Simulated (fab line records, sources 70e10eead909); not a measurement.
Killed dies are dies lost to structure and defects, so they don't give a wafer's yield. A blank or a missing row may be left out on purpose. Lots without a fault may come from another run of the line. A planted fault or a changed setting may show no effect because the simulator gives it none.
fab line records | flow nand_harc
record lots=12 wafers=36 last_day=24
route steps=1159 shown P_ZERO_WELL@64 P_STI@96 P_GATE@122 END@1159
lots that met no fault: from a run of the same line without faults
start_h: hours from the record's first day to the start of the lot's first wafer shown | wait_h: hours since the lot's step before | " the same as in the row above | L1.1+2: a row that stands for several wafers | - no value, or no start given | * or withheld: withheld | < > ~ a bound
route shown NAME@n: a module of which the file shows steps, and the number in the route of the first | usual: mean/standard deviation of fault-free wafers | same: alike in all rows | chamber/n: place in a boat | sites: the reading at each site | _std_site: their standard deviation | _edge_site: outer sites' mean less inner sites' | radius_mm: how far each site lies from the wafer's centre | mask NAME#n: copy n | behind: the tool/chamber that last shaped the wafer | hold: why the lot was held/for how many hours/how that ended | device: the transistor (n, p or np) that didn't switch | end of line: the same wafers' tests at the end of the route | a step without rows: its recipe alone | killed: dies lost to structure and defects at the first sort, not the wafer's yield | map: a wafer's dies, x killed, . not, _ none there
set.NAME: the setting as run; set.NAME@STEP: as run at that earlier step | model.NAME: the simulator's own value behind a step, which no gauge read
steps of the route over a sample of lots; a table a step, a row a wafer
services: from which hour (start_h, from the record's first day; less than 0 if before it) a tool's chamber was out of use, for how many hours, and why
## steps
# step NHARC_P_ZERO_WELL_STRIP_56
# recipe time_s=840 temp_c=130 chemistry=SPM
# columns lot.wafer tool chamber start_h wait_h
L271.5+4+1 wet_bench-01 1,3,4 18.38 0.1
L272.3+6+1 wet_bench-01 6,2,3 24.67 0.1
L273.6+4+2 wet_bench-01 0,2,3 30.37 0.0
L274.4+2+5 wet_bench-05 3,4,6 36.48 0.1
L275.3+4+1 wet_bench-02 4,7,0 42.07 0.1
L276.2+3+6 wet_bench-01 6,7,0 48.59 0.2
L277.5+6+2 wet_bench-05 5,6,1 54.31 0.1
L279.3+5+2 wet_bench-01 0,2,3 66.61 0.1
L287.1+6+3 wet_bench-05 2,4,7 114.52 0.2
L288.1+4+3 wet_bench-05 4,5,0 120.31 0.2
L289.1+3+6 wet_bench-01 3,5,6 126.33 0.2
L293.1+5+6 wet_bench-01 2,4,7 150.53 0.2
# step NHARC_P_ZERO_WELL_RTA_42
# recipe temp_c=1100 time_s=300
# usual lamp_power_pct=40/5.4 lamp_zone_1_pct=40/5.4 lamp_zone_3_pct=40/5.4 wafer_temp_C_max=1103.7/1.1
# columns lot.wafer tool chamber start_h wait_h lamp_power_pct lamp_zone_1_pct lamp_zone_3_pct wafer_temp_C_max
L271.1 rtp_anneal-01 0 18.81 - 33 33 33 1104.6
L271.4 " 0 " " 33 33 33 1105.8
L271.5 " 0 " " 33 33 33 1104.9
L272.1 rtp_anneal-01 0 25.11 - 33 33 33 1103.5
L272.3 " 0 " " 33 33 33 1104.0
L272.6 " 0 " " 33 33 33 1103.7
L273.2 rtp_anneal-01 0 30.91 - 33 33 33 1105.3
L273.4 " 0 " " 33 33 33 1104.0
L273.6 " 0 " " 33 33 33 1105.0
L274.2 rtp_anneal-01 0 37.02 - 33 33 33 1104.4
L274.4 " 0 " " 33 33 33 1104.1
L274.5 " 0 " " 33 33 33 1105.0
L275.1 rtp_anneal-02 0 42.49 - 44 44 45 1103.9
L275.3 " 0 " " 44 44 44 1102.9
L275.4 " 0 " " 44 44 44 1102.4
L276.2 rtp_anneal-02 0 49.14 - 44 44 44 1103.5
L276.3 " 0 " " 44 44 44 1104.4
L276.6 " 0 " " 44 44 44 1103.4
L277.2 rtp_anneal-02 0 54.86 - 44 44 44 1102.4
L277.5 " 0 " " 44 44 44 1102.1
L277.6 " 0 " " 44 44 44 1102.8
L279.2 rtp_anneal-02 0 67.25 - 44 44 44 1104.0
L279.3 " 0 " " 44 44 44 1104.0
L279.5 " 0 " " 44 44 44 1102.7
L287.1 rtp_anneal-01 0 114.96 - 33 33 33 1104.4
L287.3 " 0 " " 33 33 33 1105.2
L287.6 " 0 " " 33 33 33 1103.1
L288.1 rtp_anneal-01 0 120.74 - 33 33 33 1105.8
L288.3 " 0 " " 33 33 33 1106.0
L288.4 " 0 " " 33 33 33 1105.9
L289.1 rtp_anneal-02 0 126.77 - 44 44 44 1104.1
L289.3 " 0 " " 44 44 44 1104.1
L289.6 " 0 " " 44 44 44 1104.3
L293.1 rtp_anneal-02 0 150.98 - 44 44 44 1103.7
L293.5 " 0 " " 44 44 44 1102.8
L293.6 " 0 " " 44 44 44 1104.2
# step NHARC_P_ZERO_WELL_INSPECT_43
# usual raw_defect_count=13/6
# columns lot.wafer tool chamber start_h wait_h raw_defect_count
L271.1 defect_inspect-02 - 20.15 1.1 15
L271.4 " - " " 20
L271.5 " - " " 13
L272.1 defect_inspect-02 - 25.79 0.6 10
L272.3 " - " " 9
L272.6 " - " " 11
L273.2 defect_inspect-02 - 31.50 0.5 2
L273.4 " - " " 17
L273.6 " - " " 9
L274.2 defect_inspect-01 - 37.59 0.5 27
L274.4 " - " " 7
L274.5 " - " " 13
L275.1 defect_inspect-02 - 43.18 0.6 22
L275.3 " - " " 28
L275.4 " - " " 19
L276.2 defect_inspect-02 - 49.72 0.5 11
L276.3 " - " " 3
L276.6 " - " " 9
L277.2 defect_inspect-02 - 55.43 0.5 10
L277.5 " - " " 5
L277.6 " - " " 12
L279.2 defect_inspect-01 - 68.35 0.9 8
L279.3 " - " " 19
L279.5 " - " " 15
L287.1 defect_inspect-01 - 115.64 0.6 646
L287.3 " - " " 631
L287.6 " - " " 619
L288.1 defect_inspect-01 - 121.42 0.6 644
L288.3 " - " " 629
L288.4 " - " " 647
L289.1 defect_inspect-02 - 127.44 0.6 22
L289.3 " - " " 16
L289.6 " - " " 13
L293.1 defect_inspect-02 - 151.65 0.6 15
L293.5 " - " " 4
L293.6 " - " " 7
# step NHARC_P_STI_OCD_MEAS_43
# usual trench_depth_nm=302/3.6 trench_foot_cd_nm=156.3/2.2
# columns lot.wafer tool chamber start_h wait_h trench_depth_nm trench_foot_cd_nm
L272.1 ocd-02 - 41.03 - 302 155.7
L272.3 " - " " 296 160.9
L272.6 " - " " 301 155.7
L271.1 ocd-01 - 41.24 - 299 152.2
L271.4 " - " " 304 149.8
L271.5 " - " " 298 155.1
L273.2 ocd-01 - 53.05 - 296 158.1
L273.4 " - " " 301 157.3
L273.6 " - " " 301 155.9
L274.2 ocd-02 - 53.22 - 310 153.2
L274.4 " - " " 302 156.4
L274.5 " - " " 306 154.3
L275.1 ocd-02 - 61.12 - 302 159.5
L275.3 " - " " 310 155.6
L275.4 " - " " 301 158.8
L276.2 ocd-01 - 68.41 - 305 158.1
L276.3 " - " " 305 156.4
L276.6 " - " " 300 155.4
L277.2 ocd-01 - 72.05 - 300 157.7
L277.5 " - " " 296 157.8
L277.6 " - " " 302 156.7
L279.2 ocd-02 - 86.15 - 302 158.2
L279.3 " - " " 299 155.7
L279.5 " - " " 300 157.9
L287.1 ocd-01 - 132.86 - 308 157.8
L287.3 " - " " 305 157.0
L287.6 " - " " 304 156.7
L288.1 ocd-01 - 138.06 - 308 154.5
L288.3 " - " " 302 158.1
L288.4 " - " " 303 153.1
L289.1 ocd-01 - 145.49 - 300 157.2
L289.3 " - " " 308 153.0
L289.6 " - " " 301 155.4
L293.1 ocd-01 - 168.29 - 302 157.7
L293.5 " - " " 306 154.2
L293.6 " - " " 305 157.9
# step NHARC_P_GATE_CD_MEAS_11
# recipe target_cd_nm=1640 landing_energy_ev=500
# usual cd_nm=1639.3/1.7
# same landing_energy_ev=500
# columns lot.wafer tool chamber start_h wait_h cd_nm
L272.1 cd_sem-02 0 75.23 - 1641.0
L272.3 " 0 " " 1642.2
L272.6 " 0 " " 1639.2
L271.1 cd_sem-02 0 75.56 - 1634.4
L271.4 " 0 " " 1637.1
L271.5 " 0 " " 1639.8
L274.2 cd_sem-01 0 90.61 - 1638.2
L274.4 " 0 " " 1638.9
L274.5 " 0 " " 1637.7
L273.2 cd_sem-02 0 90.77 - 1640.5
L273.4 " 0 " " 1638.4
L273.6 " 0 " " 1637.6
L275.1 cd_sem-03 0 95.30 - 1639.5
L275.3 " 0 " " 1638.0
L275.4 " 0 " " 1638.4
L276.2 cd_sem-01 0 102.57 - 1640.6
L276.3 " 0 " " 1640.9
L276.6 " 0 " " 1642.4
L277.2 cd_sem-02 0 102.73 - 1638.1
L277.5 " 0 " " 1639.0
L277.6 " 0 " " 1640.6
L279.2 cd_sem-03 0 124.21 - 1638.6
L279.3 " 0 " " 1640.2
L279.5 " 0 " " 1641.4
L288.1 cd_sem-02 0 170.56 - 1640.2
L288.3 " 0 " " 1640.3
L288.4 " 0 " " 1636.7
L287.1 cd_sem-01 0 170.73 - 1640.0
L287.3 " 0 " " 1636.8
L287.6 " 0 " " 1639.2
L289.1 cd_sem-01 0 187.59 - 1639.2
L289.3 " 0 " " 1639.3
L289.6 " 0 " " 1640.7
L293.1 cd_sem-02 0 203.52 - 1641.0
L293.5 " 0 " " 1639.7
L293.6 " 0 " " 1640.7
# step NHARC_END_SORT_01
# recipe temp_c=25
# usual killed_at_array=26/9 killed_at_other=0.8/1.2 killed_at_periphery=3.2/2.3 killed_dies=30/9.1 killed_open=3.5/2 killed_short=1.8/1.4
# same gross_dies=677
# columns lot.wafer tool chamber start_h wait_h killed_at_array killed_at_other killed_at_periphery killed_dies killed_open killed_short
L287.1 prober-01 0 530.86 2.5 21 0 79 100 3 1
L287.3 prober-01 0 532.48 3.1 22 3 64 89 2 4
L287.6 prober-01 0 534.90 4.0 21 2 99 122 3 2
L288.1 prober-01 0 542.76 2.5 15 0 96 111 4 1
L288.3 prober-01 0 544.36 3.1 35 0 84 119 2 1
L288.4 prober-01 0 545.16 3.4 34 0 89 123 3 0
# killed by level:class
L287.1 P_ZERO_WELL:unspecified=77 A_SLIT:chamber_film_flake=11 A_M0:geometric_particle:open=2 A_CHANNEL_HOLE_D1:chamber_film_flake=2 A_STAIRCASE:chamber_film_flake=2 P_M0:geometric_particle:short=1 A_CONTACT:geometric_particle:open=1 P_ZERO_WELL:chamber_film_flake=1
L287.3 P_ZERO_WELL:unspecified=61 A_SLIT:chamber_film_flake=7 A_CHANNEL_HOLE_D1:chamber_film_flake=5 THIN_TSV:chamber_film_flake=3 A_STAIRCASE:chamber_film_flake=3 P_CONTACT:geometric_particle:open=2 A_CHANNEL_FILL_D1:geometric_particle:short=2 A_CONTACT:chamber_film_flake=2
L287.6 P_ZERO_WELL:unspecified=96 A_SLIT:chamber_film_flake=11 A_CONTACT:chamber_film_flake=3 P_CONTACT:geometric_particle:open=2 A_CHANNEL_HOLE_D1:chamber_film_flake=2 A_STAIRCASE:chamber_film_flake=2 THIN_TSV:chamber_film_flake=2 P_CONTACT:geometric_particle:short=1
L288.1 P_ZERO_WELL:unspecified=93 A_STAIRCASE:chamber_film_flake=4 A_CONTACT:chamber_film_flake=3 P_STI:chamber_film_flake=2 A_CHANNEL_HOLE_D1:chamber_film_flake=2 A_M0:chamber_film_flake=2 P_CONTACT:geometric_particle:open=1 A_ONON_D1:geometric_particle:open=1
L288.3 P_ZERO_WELL:unspecified=83 A_CHANNEL_HOLE_D1:chamber_film_flake=16 A_CONTACT:chamber_film_flake=10 A_STAIRCASE:chamber_film_flake=3 A_M0:chamber_film_flake=3 A_CONTACT:geometric_particle:open=2 A_ONON_D1:geometric_particle:short=1 P_ZERO_WELL:chamber_film_flake=1
L288.4 P_ZERO_WELL:unspecified=85 A_CHANNEL_HOLE_D1:chamber_film_flake=23 A_CONTACT:chamber_film_flake=4 P_STI:chamber_film_flake=2 A_STAIRCASE:chamber_film_flake=2 A_M0:chamber_film_flake=2 P_CONTACT:geometric_particle:open=1 A_CONTACT:geometric_particle:open=1
## services
# columns tool chamber start_h hours kind
wet_bench-02 - 4.00 8.0 pm
wet_bench-05 - 20.80 8.0 pm
wet_bench-05 0 28.80 - consumable_replace:bath
wet_bench-05 0 28.80 - consumable_replace:filter
wet_bench-05 1 28.80 - consumable_replace:bath
wet_bench-01 - 37.60 8.0 pm
wet_bench-01 0 45.60 - consumable_replace:bath
wet_bench-01 0 45.60 - consumable_replace:filter
wet_bench-01 1 45.60 - consumable_replace:bath
wet_bench-01 1 45.60 - consumable_replace:filter
wet_bench-01 2 45.60 - consumable_replace:bath
wet_bench-01 2 45.60 - consumable_replace:filter
wet_bench-01 3 45.60 - consumable_replace:bath
wet_bench-01 3 45.60 - consumable_replace:filter
wet_bench-01 4 45.60 - consumable_replace:bath
wet_bench-01 4 45.60 - consumable_replace:filter
wet_bench-01 5 45.60 - consumable_replace:bath
wet_bench-01 5 45.60 - consumable_replace:filter
wet_bench-01 6 45.60 - consumable_replace:bath
wet_bench-01 6 45.60 - consumable_replace:filter
wet_bench-01 7 45.60 - consumable_replace:bath
wet_bench-01 7 45.60 - consumable_replace:filter
rtp_anneal-02 - 110.63 6.4 repair
wet_bench-02 - 150.36 1.4 repair
## key
first_sign step=NHARC_P_ZERO_WELL_INSPECT_43 reading=raw_defect_count direction=up sigmas=99+ usual=13 struck=636
effect step=NHARC_END_SORT_01 reading=killed_at_periphery direction=up sigmas=35 usual=3.2 struck=85.2
more_kills_born_at NHARC_P_ZERO_WELL_STRIP_56@wet_bench-05=495
met_at NHARC_P_ZERO_WELL_STRIP_56
struck_lots L287,L288
tester_left_out L287,L288
not_acting_at NHARC_P_ZERO_WELL_RTA_42,NHARC_P_STI_OCD_MEAS_43,NHARC_P_GATE_CD_MEAS_11
onset_between 54.31 114.52
fault kind=chamber_particle_source tool=wet_bench-05 chamber=- onset_h=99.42 steps=NHARC_P_ZERO_WELL_STRIP_56 rate_per_visit_cm2=0.98976 end_h=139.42
# tester_left_out: of these lots the tester's yield and bins aren't shown, on N5 and GAA mostly nor the transistor test; their killed dies are dies lost to structure and defects alone, not to doping, threshold or leakage, so they don't give the yield
